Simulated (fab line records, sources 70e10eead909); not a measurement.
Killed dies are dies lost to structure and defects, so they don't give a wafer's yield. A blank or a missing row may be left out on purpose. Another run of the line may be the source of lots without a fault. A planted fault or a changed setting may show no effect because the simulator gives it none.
fab line records / flow nand_harc
record lots=11 wafers=33 last_day=34
route steps=1302 shown A_M0@1159 A_M1@1176 END@1302
lots untouched by any fault: they come from a run of this same line in which no faults occurred
start_h: hours from the record's first day to the start of the lot's first wafer shown / wait_h: hours elapsed since this lot's preceding step / " the same as in the row above / L1.1+2: several wafers, shown together as one row / - no value, or no start was given / * or withheld: withheld / < > ~ a bound
route shown NAME@n: names a module that has steps shown in the file, with the first one's number in the route / usual: mean/standard deviation of fault-free wafers / same: alike in all rows / chamber/n: place in a boat / sites: readings site by site / _std_site: standard deviation of those values / _edge_site: outer sites' mean less inner sites' / radius_mm: how far each site lies from the wafer's centre / mask NAME#n: copy n / behind: the most recent tool/chamber to have shaped the wafer / hold: what put the lot on hold/how long, in hours/how the hold closed / device: the transistor (n, p or np) that didn't switch / end of line: the same wafers' tests at the end of the route / a step without rows: its recipe alone / killed: the dies lost at the first sort to structure and to defects; this is not the yield of the wafer / map: shows each die of a wafer: x if killed, . if not, _ if none is there
set.NAME: the setting the step ran with; set.NAME@STEP: the setting that earlier step ran with / model.NAME: the simulator's own value behind a step, which no gauge read
route steps across a sampled set of lots; one table per step, one row per wafer
services: from which hour (start_h, from the record's first day; less than 0 if before it) a tool's chamber was out of use, for how many hours, and why
## steps
# step NHARC_A_M0_PVD_21
# recipe target_thk_a=300 chamber_pressure_pa=5 power_w=5000 substrate_temp_c=30 time_s=20.49 material=Cu
# usual throttle_valve_pct=30.2/1.3
lot.wafer=L551.4 tool=pvd_sputter-02 chamber=- start_h=- wait_h=- throttle_valve_pct=30.0
lot.wafer=L551.3 tool=pvd_sputter-02 chamber=- start_h=- wait_h=- throttle_valve_pct=30.7
lot.wafer=L551.6 tool=pvd_sputter-02 chamber=- start_h=- wait_h=- throttle_valve_pct=30.2
lot.wafer=L556.4 tool=pvd_sputter-01 chamber=- start_h=- wait_h=- throttle_valve_pct=30.2
lot.wafer=L556.1 tool=pvd_sputter-01 chamber=- start_h=- wait_h=- throttle_valve_pct=31.9
lot.wafer=L556.5 tool=pvd_sputter-01 chamber=- start_h=- wait_h=- throttle_valve_pct=31.8
lot.wafer=L557.3 tool=pvd_sputter-03 chamber=- start_h=- wait_h=- throttle_valve_pct=30.7
lot.wafer=L557.4 tool=pvd_sputter-03 chamber=- start_h=- wait_h=- throttle_valve_pct=29.0
lot.wafer=L557.5 tool=pvd_sputter-03 chamber=- start_h=- wait_h=- throttle_valve_pct=31.4
lot.wafer=L559.1 tool=pvd_sputter-02 chamber=- start_h=- wait_h=- throttle_valve_pct=30.6
lot.wafer=L559.2 tool=pvd_sputter-02 chamber=- start_h=- wait_h=- throttle_valve_pct=30.1
lot.wafer=L559.6 tool=pvd_sputter-02 chamber=- start_h=- wait_h=- throttle_valve_pct=31.8
lot.wafer=L560.1 tool=pvd_sputter-01 chamber=- start_h=- wait_h=- throttle_valve_pct=31.4
lot.wafer=L560.2 tool=pvd_sputter-01 chamber=- start_h=- wait_h=- throttle_valve_pct=28.7
lot.wafer=L560.6 tool=pvd_sputter-01 chamber=- start_h=- wait_h=- throttle_valve_pct=28.1
lot.wafer=L565.4 tool=pvd_sputter-03 chamber=- start_h=- wait_h=- throttle_valve_pct=28.4
lot.wafer=L565.2 tool=pvd_sputter-03 chamber=- start_h=- wait_h=- throttle_valve_pct=31.1
lot.wafer=L565.5 tool=pvd_sputter-03 chamber=- start_h=- wait_h=- throttle_valve_pct=28.4
lot.wafer=L570.4 tool=pvd_sputter-02 chamber=- start_h=- wait_h=- throttle_valve_pct=29.8
lot.wafer=L570.1 tool=pvd_sputter-02 chamber=- start_h=- wait_h=- throttle_valve_pct=30.6
lot.wafer=L570.6 tool=pvd_sputter-02 chamber=- start_h=- wait_h=- throttle_valve_pct=29.3
lot.wafer=L571.2 tool=pvd_sputter-03 chamber=- start_h=- wait_h=- throttle_valve_pct=30.5
lot.wafer=L571.1 tool=pvd_sputter-03 chamber=- start_h=- wait_h=- throttle_valve_pct=29.3
lot.wafer=L571.4 tool=pvd_sputter-03 chamber=- start_h=- wait_h=- throttle_valve_pct=30.9
lot.wafer=L572.1 tool=pvd_sputter-01 chamber=- start_h=- wait_h=- throttle_valve_pct=28.7
lot.wafer=L572.3 tool=pvd_sputter-01 chamber=- start_h=- wait_h=- throttle_valve_pct=31.2
lot.wafer=L572.5 tool=pvd_sputter-01 chamber=- start_h=- wait_h=- throttle_valve_pct=27.9
lot.wafer=L573.2 tool=pvd_sputter-02 chamber=- start_h=- wait_h=- throttle_valve_pct=31.9
lot.wafer=L573.6 tool=pvd_sputter-02 chamber=- start_h=- wait_h=- throttle_valve_pct=29.6
lot.wafer=L573.5 tool=pvd_sputter-02 chamber=- start_h=- wait_h=- throttle_valve_pct=29.2
lot.wafer=L574.4 tool=pvd_sputter-03 chamber=- start_h=- wait_h=- throttle_valve_pct=29.1
lot.wafer=L574.1 tool=pvd_sputter-03 chamber=- start_h=- wait_h=- throttle_valve_pct=28.9
lot.wafer=L574.5 tool=pvd_sputter-03 chamber=- start_h=- wait_h=- throttle_valve_pct=31.1
# step NHARC_A_M1_EXPOSE_06
# recipe na=1.35 target_cd_nm=120 dose_mj=75.13 mask_id=A_M1
lot.wafer=L551.3+4+6 tool=arfi_scanner-03 chamber=0 start_h=538.02 wait_h=- mask=A_M1#0
lot.wafer=L556.1+4+5 tool=arfi_scanner-02 chamber=0 start_h=566.27 wait_h=- mask=A_M1#0
lot.wafer=L557.3+4+5 tool=arfi_scanner-03 chamber=0 start_h=588.94 wait_h=- mask=A_M1#0
lot.wafer=L559.1+2+6 tool=arfi_scanner-02 chamber=0 start_h=625.32 wait_h=- mask=A_M1#0
lot.wafer=L560.1+2+6 tool=arfi_scanner-02 chamber=0 start_h=631.45 wait_h=- mask=A_M1#0
lot.wafer=L565.2+4+5 tool=arfi_scanner-02 chamber=0 start_h=668.63 wait_h=- mask=A_M1#0
lot.wafer=L570.1+4+6 tool=arfi_scanner-01 chamber=0 start_h=743.59 wait_h=- mask=A_M1#0
lot.wafer=L571.1+2+4 tool=arfi_scanner-02 chamber=0 start_h=744.72 wait_h=- mask=A_M1#0
lot.wafer=L572.1+3+5 tool=arfi_scanner-03 chamber=0 start_h=746.00 wait_h=- mask=A_M1#0
lot.wafer=L573.2+5+6 tool=arfi_scanner-03 chamber=0 start_h=765.79 wait_h=- mask=A_M1#0
lot.wafer=L574.1+4+5 tool=arfi_scanner-01 chamber=0 start_h=767.60 wait_h=- mask=A_M1#0
# step NHARC_A_M1_OVL_MEAS_10
# recipe pitch_nm=240
# usual overlay_x_nm=0.1/0.84 overlay_y_nm=-0.2/0.86
lot.wafer=L551.3 tool=overlay-01 chamber=- start_h=538.24 wait_h=- overlay_x_nm=-0.9 overlay_y_nm=0.1
lot.wafer=L551.4 tool=overlay-01 chamber=- start_h=538.24 wait_h=- overlay_x_nm=-1.0 overlay_y_nm=0.2
lot.wafer=L551.6 tool=overlay-01 chamber=- start_h=538.24 wait_h=- overlay_x_nm=-0.4 overlay_y_nm=0.3
lot.wafer=L556.1 tool=overlay-01 chamber=- start_h=566.50 wait_h=- overlay_x_nm=0.7 overlay_y_nm=1.1
lot.wafer=L556.4 tool=overlay-01 chamber=- start_h=566.50 wait_h=- overlay_x_nm=-0.5 overlay_y_nm=1.3
lot.wafer=L556.5 tool=overlay-01 chamber=- start_h=566.50 wait_h=- overlay_x_nm=0.3 overlay_y_nm=0.8
lot.wafer=L557.3 tool=overlay-01 chamber=- start_h=589.16 wait_h=- overlay_x_nm=-0.1 overlay_y_nm=-0.2
lot.wafer=L557.4 tool=overlay-01 chamber=- start_h=589.16 wait_h=- overlay_x_nm=-0.6 overlay_y_nm=-0.7
lot.wafer=L557.5 tool=overlay-01 chamber=- start_h=589.16 wait_h=- overlay_x_nm=0.0 overlay_y_nm=-0.8
lot.wafer=L559.1 tool=overlay-02 chamber=- start_h=625.55 wait_h=- overlay_x_nm=-0.3 overlay_y_nm=-2.0
lot.wafer=L559.2 tool=overlay-02 chamber=- start_h=625.55 wait_h=- overlay_x_nm=-0.5 overlay_y_nm=-2.4
lot.wafer=L559.6 tool=overlay-02 chamber=- start_h=625.55 wait_h=- overlay_x_nm=0.2 overlay_y_nm=-2.5
lot.wafer=L560.1 tool=overlay-02 chamber=- start_h=631.68 wait_h=- overlay_x_nm=-0.5 overlay_y_nm=0.5
lot.wafer=L560.2 tool=overlay-02 chamber=- start_h=631.68 wait_h=- overlay_x_nm=0.5 overlay_y_nm=0.6
lot.wafer=L560.6 tool=overlay-02 chamber=- start_h=631.68 wait_h=- overlay_x_nm=0.5 overlay_y_nm=0.5
lot.wafer=L565.2 tool=overlay-01 chamber=- start_h=668.85 wait_h=- overlay_x_nm=32.8 overlay_y_nm=-0.7
lot.wafer=L565.4 tool=overlay-01 chamber=- start_h=668.85 wait_h=- overlay_x_nm=33.0 overlay_y_nm=-1.0
lot.wafer=L565.5 tool=overlay-01 chamber=- start_h=668.85 wait_h=- overlay_x_nm=32.6 overlay_y_nm=-0.4
lot.wafer=L570.1 tool=overlay-01 chamber=- start_h=743.81 wait_h=- overlay_x_nm=0.2 overlay_y_nm=0.7
lot.wafer=L570.4 tool=overlay-01 chamber=- start_h=743.81 wait_h=- overlay_x_nm=0.5 overlay_y_nm=0.8
lot.wafer=L570.6 tool=overlay-01 chamber=- start_h=743.81 wait_h=- overlay_x_nm=0.3 overlay_y_nm=0.4
lot.wafer=L571.1 tool=overlay-01 chamber=- start_h=744.95 wait_h=- overlay_x_nm=34.3 overlay_y_nm=0.0
lot.wafer=L571.2 tool=overlay-01 chamber=- start_h=744.95 wait_h=- overlay_x_nm=33.6 overlay_y_nm=-0.3
lot.wafer=L571.4 tool=overlay-01 chamber=- start_h=744.95 wait_h=- overlay_x_nm=33.5 overlay_y_nm=-0.7
lot.wafer=L572.1 tool=overlay-01 chamber=- start_h=746.23 wait_h=- overlay_x_nm=-0.3 overlay_y_nm=-0.7
lot.wafer=L572.3 tool=overlay-01 chamber=- start_h=746.23 wait_h=- overlay_x_nm=-0.1 overlay_y_nm=-0.3
lot.wafer=L572.5 tool=overlay-01 chamber=- start_h=746.23 wait_h=- overlay_x_nm=-0.1 overlay_y_nm=-0.6
lot.wafer=L573.2 tool=overlay-02 chamber=- start_h=766.01 wait_h=- overlay_x_nm=-0.8 overlay_y_nm=1.4
lot.wafer=L573.5 tool=overlay-02 chamber=- start_h=766.01 wait_h=- overlay_x_nm=-0.7 overlay_y_nm=1.4
lot.wafer=L573.6 tool=overlay-02 chamber=- start_h=766.01 wait_h=- overlay_x_nm=-0.7 overlay_y_nm=2.0
lot.wafer=L574.1 tool=overlay-01 chamber=- start_h=767.83 wait_h=- overlay_x_nm=-1.8 overlay_y_nm=0.4
lot.wafer=L574.4 tool=overlay-01 chamber=- start_h=767.83 wait_h=- overlay_x_nm=-1.7 overlay_y_nm=-0.1
lot.wafer=L574.5 tool=overlay-01 chamber=- start_h=767.83 wait_h=- overlay_x_nm=-1.5 overlay_y_nm=0.1
# step NHARC_A_M1_ETCH_28
# recipe target_depth_a=300 over_etch_frac=0.3 time_s=72.99 ion_energy_ev=150 cf4_flow_sccm=50 n2_flow_sccm=100 ar_flow_sccm=150 rf_w=300 bias_w=100 chemistry=CF4/N2
# usual drypump_motor_current_A=5.6/0.45 mfc_ar_sccm=150.0/0.43 oes_product_au=0.998/0.0069 rf_vpp_V=313.2/1.5 showerhead_plenum_p_Torr=2.57/0.075 throttle_valve_pct=19.794/0.0095
lot.wafer=L551.3 tool=rie_diel-10 chamber=1 start_h=- wait_h=- drypump_motor_current_A=5.0 mfc_ar_sccm=150.2 oes_product_au=1.003 rf_hours_counter_h=3 rf_vpp_V=313.6 showerhead_plenum_p_Torr=2.60 throttle_valve_pct=19.795
lot.wafer=L551.4 tool=rie_diel-10 chamber=2 start_h=- wait_h=- drypump_motor_current_A=6.1 mfc_ar_sccm=149.6 oes_product_au=0.989 rf_hours_counter_h=3 rf_vpp_V=312.1 showerhead_plenum_p_Torr=2.51 throttle_valve_pct=19.797
lot.wafer=L551.6 tool=rie_diel-10 chamber=3 start_h=- wait_h=- drypump_motor_current_A=5.1 mfc_ar_sccm=150.2 oes_product_au=0.994 rf_hours_counter_h=- rf_vpp_V=316.4 showerhead_plenum_p_Torr=2.68 throttle_valve_pct=19.803
lot.wafer=L556.1 tool=rie_diel-12 chamber=3 start_h=- wait_h=- drypump_motor_current_A=5.7 mfc_ar_sccm=150.3 oes_product_au=1.004 rf_hours_counter_h=6 rf_vpp_V=313.8 showerhead_plenum_p_Torr=2.53 throttle_valve_pct=19.799
lot.wafer=L556.4 tool=rie_diel-12 chamber=1 start_h=- wait_h=- drypump_motor_current_A=5.6 mfc_ar_sccm=149.9 oes_product_au=0.995 rf_hours_counter_h=6 rf_vpp_V=311.3 showerhead_plenum_p_Torr=2.45 throttle_valve_pct=19.795
lot.wafer=L556.5 tool=rie_diel-12 chamber=3 start_h=- wait_h=- drypump_motor_current_A=5.8 mfc_ar_sccm=150.1 oes_product_au=1.003 rf_hours_counter_h=- rf_vpp_V=313.0 showerhead_plenum_p_Torr=2.53 throttle_valve_pct=19.802
lot.wafer=L557.3 tool=rie_diel-10 chamber=0 start_h=- wait_h=- drypump_motor_current_A=6.2 mfc_ar_sccm=149.5 oes_product_au=0.994 rf_hours_counter_h=5 rf_vpp_V=313.2 showerhead_plenum_p_Torr=2.59 throttle_valve_pct=19.790
lot.wafer=L557.4 tool=rie_diel-10 chamber=1 start_h=- wait_h=- drypump_motor_current_A=5.1 mfc_ar_sccm=149.1 oes_product_au=1.007 rf_hours_counter_h=5 rf_vpp_V=314.1 showerhead_plenum_p_Torr=2.60 throttle_valve_pct=19.785
lot.wafer=L557.5 tool=rie_diel-10 chamber=0 start_h=- wait_h=- drypump_motor_current_A=6.2 mfc_ar_sccm=150.1 oes_product_au=1.003 rf_hours_counter_h=- rf_vpp_V=312.4 showerhead_plenum_p_Torr=2.59 throttle_valve_pct=19.776
lot.wafer=L559.1 tool=rie_diel-10 chamber=1 start_h=- wait_h=- drypump_motor_current_A=5.1 mfc_ar_sccm=149.8 oes_product_au=1.008 rf_hours_counter_h=1 rf_vpp_V=314.0 showerhead_plenum_p_Torr=2.60 throttle_valve_pct=19.790
lot.wafer=L559.2 tool=rie_diel-10 chamber=3 start_h=- wait_h=- drypump_motor_current_A=5.1 mfc_ar_sccm=149.8 oes_product_au=0.995 rf_hours_counter_h=1 rf_vpp_V=314.8 showerhead_plenum_p_Torr=2.68 throttle_valve_pct=19.809
lot.wafer=L559.6 tool=rie_diel-10 chamber=2 start_h=- wait_h=- drypump_motor_current_A=6.1 mfc_ar_sccm=149.4 oes_product_au=0.999 rf_hours_counter_h=- rf_vpp_V=312.8 showerhead_plenum_p_Torr=2.50 throttle_valve_pct=19.799
lot.wafer=L560.2 tool=rie_diel-03 chamber=1 start_h=- wait_h=- drypump_motor_current_A=6.0 mfc_ar_sccm=149.3 oes_product_au=0.997 rf_hours_counter_h=12 rf_vpp_V=311.5 showerhead_plenum_p_Torr=2.52 throttle_valve_pct=19.787
lot.wafer=L560.1 tool=rie_diel-03 chamber=2 start_h=- wait_h=- drypump_motor_current_A=5.3 mfc_ar_sccm=150.2 oes_product_au=0.992 rf_hours_counter_h=9 rf_vpp_V=311.1 showerhead_plenum_p_Torr=2.46 throttle_valve_pct=19.796
lot.wafer=L560.6 tool=rie_diel-03 chamber=0 start_h=- wait_h=- drypump_motor_current_A=5.3 mfc_ar_sccm=150.2 oes_product_au=1.004 rf_hours_counter_h=- rf_vpp_V=314.0 showerhead_plenum_p_Torr=2.56 throttle_valve_pct=19.790
lot.wafer=L565.2 tool=rie_diel-10 chamber=1 start_h=- wait_h=- drypump_motor_current_A=5.1 mfc_ar_sccm=150.4 oes_product_au=0.997 rf_hours_counter_h=2 rf_vpp_V=313.7 showerhead_plenum_p_Torr=2.60 throttle_valve_pct=19.801
lot.wafer=L565.4 tool=rie_diel-10 chamber=2 start_h=- wait_h=- drypump_motor_current_A=6.1 mfc_ar_sccm=149.7 oes_product_au=0.990 rf_hours_counter_h=1 rf_vpp_V=311.8 showerhead_plenum_p_Torr=2.50 throttle_valve_pct=19.801
lot.wafer=L565.5 tool=rie_diel-10 chamber=3 start_h=- wait_h=- drypump_motor_current_A=5.1 mfc_ar_sccm=150.5 oes_product_au=1.002 rf_hours_counter_h=- rf_vpp_V=315.8 showerhead_plenum_p_Torr=2.68 throttle_valve_pct=19.765
lot.wafer=L570.1 tool=rie_diel-03 chamber=3 start_h=- wait_h=- drypump_motor_current_A=5.1 mfc_ar_sccm=150.5 oes_product_au=1.002 rf_hours_counter_h=5 rf_vpp_V=315.2 showerhead_plenum_p_Torr=2.64 throttle_valve_pct=19.784
lot.wafer=L570.4 tool=rie_diel-03 chamber=2 start_h=- wait_h=- drypump_motor_current_A=5.3 mfc_ar_sccm=150.8 oes_product_au=0.994 rf_hours_counter_h=5 rf_vpp_V=309.7 showerhead_plenum_p_Torr=2.46 throttle_valve_pct=19.814
lot.wafer=L570.6 tool=rie_diel-03 chamber=3 start_h=- wait_h=- drypump_motor_current_A=5.1 mfc_ar_sccm=150.1 oes_product_au=1.004 rf_hours_counter_h=- rf_vpp_V=314.0 showerhead_plenum_p_Torr=2.64 throttle_valve_pct=19.787
lot.wafer=L571.2 tool=rie_diel-03 chamber=2 start_h=- wait_h=- drypump_motor_current_A=5.3 mfc_ar_sccm=149.5 oes_product_au=0.994 rf_hours_counter_h=5 rf_vpp_V=311.0 showerhead_plenum_p_Torr=2.46 throttle_valve_pct=19.799
lot.wafer=L571.1 tool=rie_diel-03 chamber=3 start_h=- wait_h=- drypump_motor_current_A=5.1 mfc_ar_sccm=149.8 oes_product_au=1.008 rf_hours_counter_h=5 rf_vpp_V=314.6 showerhead_plenum_p_Torr=2.64 throttle_valve_pct=19.805
lot.wafer=L571.4 tool=rie_diel-03 chamber=0 start_h=- wait_h=- drypump_motor_current_A=5.3 mfc_ar_sccm=150.0 oes_product_au=1.008 rf_hours_counter_h=6 rf_vpp_V=313.8 showerhead_plenum_p_Torr=2.56 throttle_valve_pct=19.805
lot.wafer=L572.1 tool=rie_diel-12 chamber=0 start_h=- wait_h=- drypump_motor_current_A=6.5 mfc_ar_sccm=150.7 oes_product_au=0.999 rf_hours_counter_h=9 rf_vpp_V=314.4 showerhead_plenum_p_Torr=2.54 throttle_valve_pct=19.807
lot.wafer=L572.3 tool=rie_diel-12 chamber=1 start_h=- wait_h=- drypump_motor_current_A=5.6 mfc_ar_sccm=149.5 oes_product_au=0.990 rf_hours_counter_h=8 rf_vpp_V=310.3 showerhead_plenum_p_Torr=2.44 throttle_valve_pct=19.783
lot.wafer=L572.5 tool=rie_diel-12 chamber=3 start_h=- wait_h=- drypump_motor_current_A=5.7 mfc_ar_sccm=150.8 oes_product_au=0.991 rf_hours_counter_h=- rf_vpp_V=313.1 showerhead_plenum_p_Torr=2.53 throttle_valve_pct=19.794
lot.wafer=L573.2 tool=rie_diel-10 chamber=1 start_h=- wait_h=- drypump_motor_current_A=5.0 mfc_ar_sccm=150.1 oes_product_au=1.002 rf_hours_counter_h=4 rf_vpp_V=314.7 showerhead_plenum_p_Torr=2.59 throttle_valve_pct=19.787
lot.wafer=L573.6 tool=rie_diel-10 chamber=0 start_h=- wait_h=- drypump_motor_current_A=6.1 mfc_ar_sccm=149.8 oes_product_au=1.007 rf_hours_counter_h=- rf_vpp_V=314.3 showerhead_plenum_p_Torr=2.58 throttle_valve_pct=19.813
lot.wafer=L573.5 tool=rie_diel-10 chamber=1 start_h=- wait_h=- drypump_motor_current_A=5.0 mfc_ar_sccm=150.4 oes_product_au=1.005 rf_hours_counter_h=- rf_vpp_V=313.6 showerhead_plenum_p_Torr=2.59 throttle_valve_pct=19.777
lot.wafer=L574.4 tool=rie_diel-12 chamber=3 start_h=- wait_h=- drypump_motor_current_A=5.8 mfc_ar_sccm=150.3 oes_product_au=0.999 rf_hours_counter_h=8 rf_vpp_V=313.6 showerhead_plenum_p_Torr=2.53 throttle_valve_pct=19.782
lot.wafer=L574.1 tool=rie_diel-12 chamber=1 start_h=- wait_h=- drypump_motor_current_A=5.6 mfc_ar_sccm=149.8 oes_product_au=1.008 rf_hours_counter_h=10 rf_vpp_V=309.9 showerhead_plenum_p_Torr=2.44 throttle_valve_pct=19.809
lot.wafer=L574.5 tool=rie_diel-12 chamber=3 start_h=- wait_h=- drypump_motor_current_A=5.8 mfc_ar_sccm=150.4 oes_product_au=1.001 rf_hours_counter_h=- rf_vpp_V=311.7 showerhead_plenum_p_Torr=2.53 throttle_valve_pct=19.786
# step NHARC_A_M1_DEGAS_29
# recipe temp_c=250 time_s=60
# usual heater_power_w=329/35
lot.wafer=L551.4 tool=pvd_sputter-02 chamber=- start_h=539.37 wait_h=- heater_power_w=345
lot.wafer=L551.3 tool=pvd_sputter-02 chamber=- start_h=539.37 wait_h=- heater_power_w=305
lot.wafer=L551.6 tool=pvd_sputter-02 chamber=- start_h=539.37 wait_h=- heater_power_w=336
lot.wafer=L556.1 tool=pvd_sputter-01 chamber=- start_h=567.63 wait_h=- heater_power_w=342
lot.wafer=L556.4 tool=pvd_sputter-01 chamber=- start_h=567.63 wait_h=- heater_power_w=295
lot.wafer=L556.5 tool=pvd_sputter-01 chamber=- start_h=567.63 wait_h=- heater_power_w=348
lot.wafer=L557.3 tool=pvd_sputter-02 chamber=- start_h=590.27 wait_h=- heater_power_w=398
lot.wafer=L557.4 tool=pvd_sputter-02 chamber=- start_h=590.27 wait_h=- heater_power_w=341
lot.wafer=L557.5 tool=pvd_sputter-02 chamber=- start_h=590.27 wait_h=- heater_power_w=396
lot.wafer=L559.2 tool=pvd_sputter-01 chamber=- start_h=626.67 wait_h=- heater_power_w=319
lot.wafer=L559.1 tool=pvd_sputter-01 chamber=- start_h=626.67 wait_h=- heater_power_w=345
lot.wafer=L559.6 tool=pvd_sputter-01 chamber=- start_h=626.67 wait_h=- heater_power_w=322
lot.wafer=L560.2 tool=pvd_sputter-01 chamber=- start_h=632.84 wait_h=- heater_power_w=294
lot.wafer=L560.1 tool=pvd_sputter-01 chamber=- start_h=632.84 wait_h=- heater_power_w=341
lot.wafer=L560.6 tool=pvd_sputter-01 chamber=- start_h=632.84 wait_h=- heater_power_w=301
lot.wafer=L565.4 tool=pvd_sputter-01 chamber=- start_h=669.97 wait_h=- heater_power_w=323
lot.wafer=L565.2 tool=pvd_sputter-01 chamber=- start_h=669.97 wait_h=- heater_power_w=334
lot.wafer=L565.5 tool=pvd_sputter-01 chamber=- start_h=669.97 wait_h=- heater_power_w=316
lot.wafer=L570.4 tool=pvd_sputter-03 chamber=- start_h=744.97 wait_h=- heater_power_w=313
lot.wafer=L570.1 tool=pvd_sputter-03 chamber=- start_h=744.97 wait_h=- heater_power_w=346
lot.wafer=L570.6 tool=pvd_sputter-03 chamber=- start_h=744.97 wait_h=- heater_power_w=319
lot.wafer=L571.2 tool=pvd_sputter-02 chamber=- start_h=746.12 wait_h=- heater_power_w=314
lot.wafer=L571.1 tool=pvd_sputter-02 chamber=- start_h=746.12 wait_h=- heater_power_w=370
lot.wafer=L571.4 tool=pvd_sputter-02 chamber=- start_h=746.12 wait_h=- heater_power_w=347
lot.wafer=L572.3 tool=pvd_sputter-03 chamber=- start_h=747.45 wait_h=- heater_power_w=272
lot.wafer=L572.1 tool=pvd_sputter-03 chamber=- start_h=747.45 wait_h=- heater_power_w=319
lot.wafer=L572.5 tool=pvd_sputter-03 chamber=- start_h=747.45 wait_h=- heater_power_w=345
lot.wafer=L573.2 tool=pvd_sputter-03 chamber=- start_h=767.14 wait_h=- heater_power_w=361
lot.wafer=L573.6 tool=pvd_sputter-03 chamber=- start_h=767.14 wait_h=- heater_power_w=265
lot.wafer=L573.5 tool=pvd_sputter-03 chamber=- start_h=767.14 wait_h=- heater_power_w=320
lot.wafer=L574.1 tool=pvd_sputter-03 chamber=- start_h=768.96 wait_h=- heater_power_w=314
lot.wafer=L574.4 tool=pvd_sputter-03 chamber=- start_h=768.96 wait_h=- heater_power_w=369
lot.wafer=L574.5 tool=pvd_sputter-03 chamber=- start_h=768.96 wait_h=- heater_power_w=354
# step NHARC_END_SORT_01
# recipe temp_c=25
# usual defect_limited_yield=91/3.1 killed_at_array=53/21 killed_at_other=1.0/1.3 killed_at_periphery=3.8/2.4 killed_dies=58/21 killed_open=3.4/1.9 killed_short=2.4/1.5 sort_bin_2_pct=3.0/1.3 sort_bin_3_pct=0.6/0.39 sort_bin_4_pct=4.9/1.8 sort_n_pass=619/21 sort_rim_yield_pct=88/5.3 sort_yield_pct=91/3.1
# same gross_dies=677 sort_bin_5_pct[%]=0 sort_bin_6_pct[%]=0 sort_bin_7_pct[%]=0 sort_bin_8_pct[%]=0 sort_rim_n_gross=106.00
lot.wafer=L560.1 tool=prober-01 chamber=0 start_h=671.51 wait_h=2.5 defect_limited_yield[%]=91 killed_at_array=51 killed_at_other=4 killed_at_periphery=3 killed_dies=58 killed_open=4 killed_short=1 sort_bin_2_pct[%]=3.0 sort_bin_3_pct[%]=0.4 sort_bin_4_pct[%]=5.2 sort_n_pass=619 sort_rim_yield_pct[%]=86 sort_yield_pct[%]=91
lot.wafer=L560.2 tool=prober-01 chamber=0 start_h=672.30 wait_h=2.8 defect_limited_yield[%]=92 killed_at_array=49 killed_at_other=1 killed_at_periphery=5 killed_dies=55 killed_open=5 killed_short=2 sort_bin_2_pct[%]=3.2 sort_bin_3_pct[%]=0.6 sort_bin_4_pct[%]=4.3 sort_n_pass=622 sort_rim_yield_pct[%]=86 sort_yield_pct[%]=92
lot.wafer=L560.6 tool=prober-01 chamber=0 start_h=675.46 wait_h=4.0 defect_limited_yield[%]=92 killed_at_array=51 killed_at_other=2 killed_at_periphery=3 killed_dies=56 killed_open=5 killed_short=7 sort_bin_2_pct[%]=3.0 sort_bin_3_pct[%]=0.6 sort_bin_4_pct[%]=4.7 sort_n_pass=621 sort_rim_yield_pct[%]=86 sort_yield_pct[%]=92
# killed by level:class
L560.1 A_SLIT:chamber_film_flake=20 A_CHANNEL_HOLE_D2:chamber_film_flake=14 A_M1:chamber_film_flake=4 A_CHANNEL_HOLE_D1:chamber_film_flake=4 A_CONTACT:chamber_film_flake=4 THIN_TSV:chamber_film_flake=4 P_M0:geometric_particle:open=2 A_M0:geometric_particle:open=2
L560.2 A_SLIT:chamber_film_flake=18 A_CHANNEL_HOLE_D2:chamber_film_flake=14 A_CONTACT:chamber_film_flake=5 A_CHANNEL_HOLE_D1:chamber_film_flake=3 A_STAIRCASE:chamber_film_flake=3 A_M1:chamber_film_flake=2 P_CONTACT:geometric_particle:open=1 P_M0:geometric_particle:open=1
L560.6 A_SLIT:chamber_film_flake=16 A_CHANNEL_HOLE_D2:chamber_film_flake=14 A_CONTACT:chamber_film_flake=4 A_M1:chamber_film_flake=3 A_WL_FILL:geometric_particle:short=2 A_WL_FILL:geometric_particle:open=2 A_CHANNEL_HOLE_D1:chamber_film_flake=2 A_STAIRCASE:chamber_film_flake=2
## services
tool=pvd_sputter-03 chamber=- start_h=536.44 hours=10.0 kind=pm
tool=rie_diel-03 chamber=2 start_h=539.89 hours=20.4 kind=repair
tool=arfi_scanner-03 chamber=- start_h=540.00 hours=4.0 kind=pm
tool=pvd_sputter-02 chamber=- start_h=550.37 hours=0.5 kind=repair
tool=pvd_sputter-02 chamber=- start_h=578.12 hours=2.2 kind=repair
tool=pvd_sputter-01 chamber=- start_h=582.02 hours=10.0 kind=pm
tool=arfi_scanner-02 chamber=- start_h=584.03 hours=0.8 kind=repair
tool=rie_diel-10 chamber=- start_h=596.50 hours=9.0 kind=pm
tool=rie_diel-03 chamber=1 start_h=600.10 hours=3.8 kind=repair
tool=arfi_scanner-02 chamber=- start_h=615.85 hours=0.9 kind=repair
tool=rie_diel-12 chamber=- start_h=622.40 hours=9.0 kind=pm
tool=rie_diel-03 chamber=- start_h=635.30 hours=9.0 kind=pm
tool=arfi_scanner-02 chamber=- start_h=637.17 hours=2.8 kind=repair
tool=rie_diel-12 chamber=3 start_h=651.60 hours=14.3 kind=repair
tool=arfi_scanner-02 chamber=- start_h=656.01 hours=4.0 kind=pm
tool=pvd_sputter-02 chamber=- start_h=665.24 hours=10.0 kind=pm
tool=arfi_scanner-02 chamber=- start_h=703.63 hours=15.8 kind=repair
tool=arfi_scanner-03 chamber=- start_h=712.00 hours=4.0 kind=pm
tool=rie_diel-10 chamber=3 start_h=714.01 hours=11.1 kind=repair
tool=pvd_sputter-03 chamber=- start_h=714.44 hours=10.0 kind=pm
tool=rie_diel-10 chamber=0 start_h=719.73 hours=1.7 kind=repair
tool=pvd_sputter-03 chamber=- start_h=730.38 hours=3.8 kind=repair
tool=rie_diel-10 chamber=2 start_h=744.49 hours=2.6 kind=repair
tool=pvd_sputter-01 chamber=- start_h=760.02 hours=10.0 kind=pm
## key
first_sign step=NHARC_A_M1_OVL_MEAS_10 reading=overlay_x_nm direction=up sigmas=40 usual=0.1 struck=33.3
effect none on later readings
met_at NHARC_A_M1_EXPOSE_06
struck_lots L565,L571
not_acting_at NHARC_A_M0_PVD_21,NHARC_A_M1_ETCH_28,NHARC_A_M1_DEGAS_29
onset_between 631.45 668.63
fault kind=scanner_matching_overlay tool=arfi_scanner-02 chamber=- onset_h=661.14 steps=NHARC_A_M1_EXPOSE_06 offset=32.262
